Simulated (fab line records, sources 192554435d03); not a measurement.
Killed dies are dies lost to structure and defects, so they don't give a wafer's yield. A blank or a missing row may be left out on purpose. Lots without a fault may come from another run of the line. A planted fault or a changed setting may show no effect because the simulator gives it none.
Chamber matching | flow n5_finfet | N5_BEOL_M3_ETCH_63 on rie_diel-01: 4 sister chambers
The step etches SiARC in CF4, target depth 15.6 nm, time 26 s. 16 wafers are shown with their chamber, then 8 later ones without.

WAFERS WITH THEIR CHAMBER
wafer  | chamber | showerhead_plenum_p_Torr (Torr) | drypump_motor_current_A (A) | throttle_valve_pct (%)
L082.1 | 0       | 2.09                            | 5.1                         | 15.54
L082.3 | 3       | 2.26                            | 6.2                         | 15.49
L082.6 | 1       | 2.10                            | 5.9                         | 16.18
L081.1 | 3       | 2.26                            | 6.2                         | 15.50
L081.3 | 1       | 2.10                            | 5.9                         | 16.17
L081.6 | 0       | 2.09                            | 5.1                         | 15.53
L084.1 | 0       | 2.09                            | 5.1                         | 15.54
L084.5 | 0       | 2.09                            | 5.1                         | 15.56
L084.6 | 1       | 2.10                            | 6.0                         | 16.17
L087.1 | 0       | 2.09                            | 5.1                         | 15.58
L087.3 | 3       | 2.26                            | 6.2                         | 15.51
L087.5 | 3       | 2.26                            | 6.2                         | 15.51
L088.1 | 2       | 2.22                            | 5.7                         | 15.70
L088.2 | 3       | 2.26                            | 6.2                         | 15.52
L088.4 | 0       | 2.09                            | 5.1                         | 15.58
L089.1 | 3       | 2.25                            | 6.2                         | 15.53

SIGNATURES (means of the wafers above)
reading                  | chamber 0 | chamber 1 | chamber 2 | chamber 3 | scatter within a chamber
showerhead_plenum_p_Torr | 2.0900    | 2.1000    | 2.2200    | 2.2583    | 0.00264
drypump_motor_current_A  | 5.100     | 5.933     | 5.700     | 6.200     | 0.0236
throttle_valve_pct       | 15.5550   | 16.1733   | 15.7000   | 15.5100   | 0.0169
Rule: a wafer's distance from a chamber is the root of the sum, over the readings, of the square of ((its reading less the chamber's mean) divided by the reading's scatter). The wafer belongs to the nearest chamber; if the next one is less than 2 further off, it can't be placed. The scatter: the root of (the sum of the squares of (reading less its chamber's mean) over the shown wafers, divided by (wafers less chambers)).

WAFERS WITHOUT THEIR CHAMBER
wafer  | showerhead_plenum_p_Torr (Torr) | drypump_motor_current_A (A) | throttle_valve_pct (%)
L089.3 | 2.09                            | 5.9                         | 15.70
L089.6 | 2.09                            | 5.1                         | 15.59
L096.1 | 2.25                            | 6.2                         | 15.55
L096.5 | 2.25                            | 6.2                         | 15.53
L096.6 | 2.21                            | 5.6                         | 15.73
L097.1 | 2.08                            | 5.1                         | 15.60
L097.2 | 2.21                            | 5.6                         | 15.72
L097.6 | 2.25                            | 6.2                         | 15.55

WHICH CHAMBER EACH WENT THROUGH
wafer  | from the rows above | in truth
L089.3 | 1                   | 1
L089.6 | 0                   | 0
L096.1 | 3                   | 3
L096.5 | 3                   | 3
L096.6 | 2                   | 2
L097.1 | 0                   | 0
L097.2 | 2                   | 2
L097.6 | 3                   | 3
Placed correctly: 8 of 8. Can't be placed from these rows: 0. Placed wrongly: 0.
